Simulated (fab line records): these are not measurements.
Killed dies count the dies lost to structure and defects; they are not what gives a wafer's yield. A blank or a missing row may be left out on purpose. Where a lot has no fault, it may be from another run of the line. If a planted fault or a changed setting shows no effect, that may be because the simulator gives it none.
The tool behind it: which one? -- flow n5-finfet -- 72 wafers from 24 lots sampled at 6 of the route's 1938 steps

== WHAT EACH GAUGE READ, for each wafer ==
The record holds no reading of a measuring or inspecting step that can be judged against a usual standard deviation.

== WHICH TOOL RAN EACH LOT (tool, then ch and the chambers of the sampled wafers, then the start) ==
lot,N5_BEOL_M2_DEGAS_44,N5_BEOL_M2_SPUTTER_88,N5_BEOL_M2_ANNEAL_89,N5_BEOL_M2_ANNEAL_91,N5_BEOL_M2_SPUTTER_94,N5_BEOL_M2_CO_CAP_55
L074,"pvd-sputter-03, day 6 23:29","pvd-sputter-02, day 7 01:15","pvd-sputter-02, day 7 01:20","pvd-sputter-02, day 7 01:33","pvd-sputter-02, day 7 01:55","cvd-co-01 ch 0,1,2, day 7 03:04"
L075,"pvd-sputter-01, day 7 07:32","pvd-sputter-02, day 7 09:53","pvd-sputter-02, day 7 09:58","pvd-sputter-02, day 7 10:11","pvd-sputter-02, day 7 10:33","cvd-co-01 ch 0,2, day 7 11:40"
L076,"pvd-sputter-02, day 7 18:38","pvd-sputter-01, day 7 20:34","pvd-sputter-01, day 7 20:39","pvd-sputter-01, day 7 20:52","pvd-sputter-01, day 7 21:14","cvd-co-01 ch 1,2, day 7 22:19"
L077,"pvd-sputter-01, day 8 09:55","pvd-sputter-01, day 8 11:50","pvd-sputter-01, day 8 11:55","pvd-sputter-01, day 8 12:08","pvd-sputter-01, day 8 12:30","cvd-co-01 ch 0,1,2, day 8 13:39"
L078,"pvd-sputter-02, day 8 22:50","pvd-sputter-03, day 9 00:41","pvd-sputter-03, day 9 00:46","pvd-sputter-03, day 9 00:59","pvd-sputter-03, day 9 01:21","cvd-co-01 ch 0,2, day 9 02:26"
L080,"pvd-sputter-03, day 9 02:53","pvd-sputter-03, day 9 04:28","pvd-sputter-03, day 9 04:32","pvd-sputter-03, day 9 04:46","pvd-sputter-03, day 9 05:07","cvd-co-01 ch 0,1,2, day 9 06:13"
L081,"pvd-sputter-01, day 9 06:05","pvd-sputter-01, day 9 08:14","pvd-sputter-01, day 9 08:19","pvd-sputter-01, day 9 08:32","pvd-sputter-01, day 9 08:54","cvd-co-02 ch 0,1, day 9 09:59"
L079,"pvd-sputter-01, day 9 09:36","pvd-sputter-01, day 9 11:11","pvd-sputter-01, day 9 11:16","pvd-sputter-01, day 9 11:29","pvd-sputter-01, day 9 11:50","cvd-co-02 ch 0,1,2, day 9 12:56"
L082,"pvd-sputter-03, day 9 10:23","pvd-sputter-01, day 9 13:22","pvd-sputter-01, day 9 13:26","pvd-sputter-01, day 9 13:40","pvd-sputter-01, day 9 14:01","cvd-co-01 ch 0,2, day 9 15:07"
L083,"pvd-sputter-01, day 9 12:24","pvd-sputter-03, day 9 13:55","pvd-sputter-03, day 9 14:00","pvd-sputter-03, day 9 14:13","pvd-sputter-03, day 9 14:35","cvd-co-01 ch 0,2, day 9 15:40"
L084,"pvd-sputter-02, day 9 19:18","pvd-sputter-01, day 9 21:04","pvd-sputter-01, day 9 21:09","pvd-sputter-01, day 9 21:22","pvd-sputter-01, day 9 21:44","cvd-co-01 ch 1,2, day 9 22:49"
L085,"pvd-sputter-02, day 10 05:39","pvd-sputter-01, day 10 07:07","pvd-sputter-01, day 10 07:12","pvd-sputter-01, day 10 07:25","pvd-sputter-01, day 10 07:47","cvd-co-01 ch 0,1,2, day 10 08:55"
L087,"pvd-sputter-01, day 10 11:56","pvd-sputter-01, day 10 14:54","pvd-sputter-01, day 10 14:59","pvd-sputter-01, day 10 15:12","pvd-sputter-01, day 10 15:34","cvd-co-02 ch 0,1,2, day 10 16:40"
L086,"pvd-sputter-01, day 10 23:16","pvd-sputter-01, day 11 01:04","pvd-sputter-01, day 11 01:08","pvd-sputter-01, day 11 01:22","pvd-sputter-01, day 11 01:43","cvd-co-01 ch 0,1,2, day 11 02:49"
L088,"pvd-sputter-03, day 11 04:16","pvd-sputter-03, day 11 05:47","pvd-sputter-03, day 11 05:52","pvd-sputter-03, day 11 06:05","pvd-sputter-03, day 11 06:27","cvd-co-01 ch 0,1,2, day 11 07:32"
L089,"pvd-sputter-03, day 11 07:55","pvd-sputter-03, day 11 09:47","pvd-sputter-03, day 11 09:52","pvd-sputter-03, day 11 10:05","pvd-sputter-03, day 11 10:27","cvd-co-01 ch 0,1, day 11 11:46"
L090,"pvd-sputter-03, day 11 08:31","pvd-sputter-01, day 11 11:34","pvd-sputter-01, day 11 11:38","pvd-sputter-01, day 11 11:52","pvd-sputter-01, day 11 12:13","cvd-co-02 ch 1,2, day 11 13:42"
L091,"pvd-sputter-03, day 11 14:43","pvd-sputter-03, day 11 16:26","pvd-sputter-03, day 11 16:31","pvd-sputter-03, day 11 16:44","pvd-sputter-03, day 11 17:05","cvd-co-01 ch 0,1,2, day 11 18:13"
L092,"pvd-sputter-01, day 11 19:20","pvd-sputter-03, day 11 20:56","pvd-sputter-03, day 11 21:01","pvd-sputter-03, day 11 21:14","pvd-sputter-03, day 11 21:35","cvd-co-01 ch 0,2, day 11 22:41"
L093,"pvd-sputter-01, day 12 08:14","pvd-sputter-03, day 12 10:08","pvd-sputter-03, day 12 10:13","pvd-sputter-03, day 12 10:26","pvd-sputter-03, day 12 10:47","cvd-co-02 ch 0,1,2, day 12 11:53"
L095,"pvd-sputter-01, day 12 21:07","pvd-sputter-02, day 12 22:56","pvd-sputter-02, day 12 23:01","pvd-sputter-02, day 12 23:14","pvd-sputter-02, day 12 23:36","cvd-co-01 ch 0,1,2, day 13 01:05"
L094,"pvd-sputter-03, day 13 04:36","pvd-sputter-03, day 13 06:19","pvd-sputter-03, day 13 06:24","pvd-sputter-03, day 13 06:37","pvd-sputter-03, day 13 06:59","cvd-co-01 ch 0,1,2, day 13 08:04"
L096,"pvd-sputter-01, day 13 13:14","pvd-sputter-03, day 13 14:43","pvd-sputter-03, day 13 14:47","pvd-sputter-03, day 13 15:01","pvd-sputter-03, day 13 15:22","cvd-co-02 ch 0,1, day 13 17:34"
L097,"pvd-sputter-01, day 13 13:19","pvd-sputter-01, day 13 15:22","pvd-sputter-01, day 13 15:27","pvd-sputter-01, day 13 15:41","pvd-sputter-01, day 13 16:05","cvd-co-01 ch 0,1, day 13 17:55"
- N5_BEOL_M2_DEGAS_44: time 60 s.
- N5_BEOL_M2_SPUTTER_88: material Cu, target thk 4.5 nm, time 8.29 s.
- N5_BEOL_M2_ANNEAL_89: time 240 s.
- N5_BEOL_M2_ANNEAL_91: time 240 s.
- N5_BEOL_M2_SPUTTER_94: material Cu, target thk 4.5 nm, time 8.29 s.
- N5_BEOL_M2_CO_CAP_55: material Co, precursor CCTBA/H2, target thk 2 nm, time 102.1 s.

== AS READ BY THE TOOLS THEMSELVES (means over the sampled wafers that have a number; for cases with no such wafer, the mark the record gives instead) ==
N5_BEOL_M2_DEGAS_44.
lot,tool,heater-power-w (W)
L074,pvd-sputter-03,329
L075,pvd-sputter-01,354
L076,pvd-sputter-02,326
L077,pvd-sputter-01,345
L078,pvd-sputter-02,317
L080,pvd-sputter-03,337
L081,pvd-sputter-01,359
L079,pvd-sputter-01,363
L082,pvd-sputter-03,335
L083,pvd-sputter-01,353
L084,pvd-sputter-02,312
L085,pvd-sputter-02,299
L087,pvd-sputter-01,349
L086,pvd-sputter-01,350
L088,pvd-sputter-03,334
L089,pvd-sputter-03,333
L090,pvd-sputter-03,337
L091,pvd-sputter-03,335
L092,pvd-sputter-01,353
L093,pvd-sputter-01,353
L095,pvd-sputter-01,348
L094,pvd-sputter-03,332
L096,pvd-sputter-01,347
L097,pvd-sputter-01,356

N5_BEOL_M2_SPUTTER_88.
lot,tool,substrate-temp-c (C),throttle-valve-pct (%)
L074,pvd-sputter-02,-19.99,30.1
L075,pvd-sputter-02,-19.88,29.4
L076,pvd-sputter-01,-19.87,30.4
L077,pvd-sputter-01,-19.99,31.3
L078,pvd-sputter-03,-19.90,30.1
L080,pvd-sputter-03,-19.96,32.0
L081,pvd-sputter-01,-19.90,31.5
L079,pvd-sputter-01,-20.14,31.0
L082,pvd-sputter-01,-19.99,31.2
L083,pvd-sputter-03,-19.94,30.1
L084,pvd-sputter-01,-20.00,31.2
L085,pvd-sputter-01,-20.00,31.8
L087,pvd-sputter-01,-19.88,30.7
L086,pvd-sputter-01,-20.00,31.4
L088,pvd-sputter-03,-19.99,31.3
L089,pvd-sputter-03,-20.00,29.5
L090,pvd-sputter-01,-20.16,31.6
L091,pvd-sputter-03,-19.97,31.4
L092,pvd-sputter-03,-20.00,30.2
L093,pvd-sputter-03,-20.02,29.6
L095,pvd-sputter-02,-20.06,30.3
L094,pvd-sputter-03,-19.92,31.3
L096,pvd-sputter-03,-19.93,30.1
L097,pvd-sputter-01,-20.05,31.3

N5_BEOL_M2_ANNEAL_89.
lot,tool,heater-power-w (W)
L074,pvd-sputter-02,783
L075,pvd-sputter-02,778
L076,pvd-sputter-01,880
L077,pvd-sputter-01,888
L078,pvd-sputter-03,858
L080,pvd-sputter-03,841
L081,pvd-sputter-01,891
L079,pvd-sputter-01,890
L082,pvd-sputter-01,891
L083,pvd-sputter-03,846
L084,pvd-sputter-01,887
L085,pvd-sputter-01,874
L087,pvd-sputter-01,866
L086,pvd-sputter-01,885
L088,pvd-sputter-03,861
L089,pvd-sputter-03,833
L090,pvd-sputter-01,869
L091,pvd-sputter-03,834
L092,pvd-sputter-03,841
L093,pvd-sputter-03,829
L095,pvd-sputter-02,774
L094,pvd-sputter-03,880
L096,pvd-sputter-03,810
L097,pvd-sputter-01,881

N5_BEOL_M2_ANNEAL_91.
lot,tool,heater-power-w (W)
L074,pvd-sputter-02,777
L075,pvd-sputter-02,766
L076,pvd-sputter-01,875
L077,pvd-sputter-01,890
L078,pvd-sputter-03,854
L080,pvd-sputter-03,856
L081,pvd-sputter-01,887
L079,pvd-sputter-01,903
L082,pvd-sputter-01,882
L083,pvd-sputter-03,835
L084,pvd-sputter-01,895
L085,pvd-sputter-01,868
L087,pvd-sputter-01,866
L086,pvd-sputter-01,884
L088,pvd-sputter-03,858
L089,pvd-sputter-03,814
L090,pvd-sputter-01,883
L091,pvd-sputter-03,838
L092,pvd-sputter-03,837
L093,pvd-sputter-03,815
L095,pvd-sputter-02,764
L094,pvd-sputter-03,867
L096,pvd-sputter-03,803
L097,pvd-sputter-01,882

N5_BEOL_M2_SPUTTER_94.
lot,tool,substrate-temp-c (C),throttle-valve-pct (%)
L074,pvd-sputter-02,-20.05,30.4
L075,pvd-sputter-02,-20.02,29.6
L076,pvd-sputter-01,-19.97,30.4
L077,pvd-sputter-01,-20.04,31.1
L078,pvd-sputter-03,-20.01,30.2
L080,pvd-sputter-03,-20.00,31.9
L081,pvd-sputter-01,-20.02,31.5
L079,pvd-sputter-01,-20.04,31.2
L082,pvd-sputter-01,-20.01,31.2
L083,pvd-sputter-03,-19.91,30.2
L084,pvd-sputter-01,-20.05,31.2
L085,pvd-sputter-01,-20.02,31.7
L087,pvd-sputter-01,-19.87,30.8
L086,pvd-sputter-01,-19.86,31.5
L088,pvd-sputter-03,-20.03,31.3
L089,pvd-sputter-03,-19.92,29.5
L090,pvd-sputter-01,-19.98,31.7
L091,pvd-sputter-03,-20.01,31.2
L092,pvd-sputter-03,-19.96,30.0
L093,pvd-sputter-03,-20.08,29.5
L095,pvd-sputter-02,-19.99,30.5
L094,pvd-sputter-03,-20.06,31.4
L096,pvd-sputter-03,-20.02,30.1
L097,pvd-sputter-01,-20.04,31.5

N5_BEOL_M2_CO_CAP_55.
lot,tool,chamber-pressure-Torr (Torr),heater-power-w (W)
L074,cvd-co-01,29.97,240
L075,cvd-co-01,30.02,245
L076,cvd-co-01,29.99,237
L077,cvd-co-01,30.05,241
L078,cvd-co-01,29.99,247
L080,cvd-co-01,29.93,240
L081,cvd-co-02,29.91,262
L079,cvd-co-02,29.97,262
L082,cvd-co-01,30.10,242
L083,cvd-co-01,29.99,248
L084,cvd-co-01,29.96,237
L085,cvd-co-01,30.04,243
L087,cvd-co-02,30.05,267
L086,cvd-co-01,30.02,241
L088,cvd-co-01,29.98,240
L089,cvd-co-01,30.01,238
L090,cvd-co-02,30.01,263
L091,cvd-co-01,29.96,240
L092,cvd-co-01,29.99,247
L093,cvd-co-02,29.98,264
L095,cvd-co-01,30.01,244
L094,cvd-co-01,29.91,243
L096,cvd-co-02,29.98,262
L097,cvd-co-01,30.03,251

== THE ANSWER, worked out from the rows above alone ==
Rule: usual is defined by the lots themselves. The widest of any qualifying gaps counts: lots, ordered by their means at a reading, are off when they make up no more than a third of the lots, leave a main group of 4 or more, and stand apart from it by 3 or more times the standard deviation of that group's means. The tables above print the reading to a certain number of digits; a main group whose means all agree to those digits is not used. A lot without any number at a reading at which 4 lots or more have one is off too. The other lots that the step has rows for count as sound. Order of review: gauges by route order, followed by the tools' own readings, for which a lot's mean as printed above is used. At the first step where some lot is off, the reading lying furthest off is the one used; lots without a number count as furthest.
None of the lots is off at any reading shown; this tells nothing.

== WHAT THE SIMULATOR PUT IN ==
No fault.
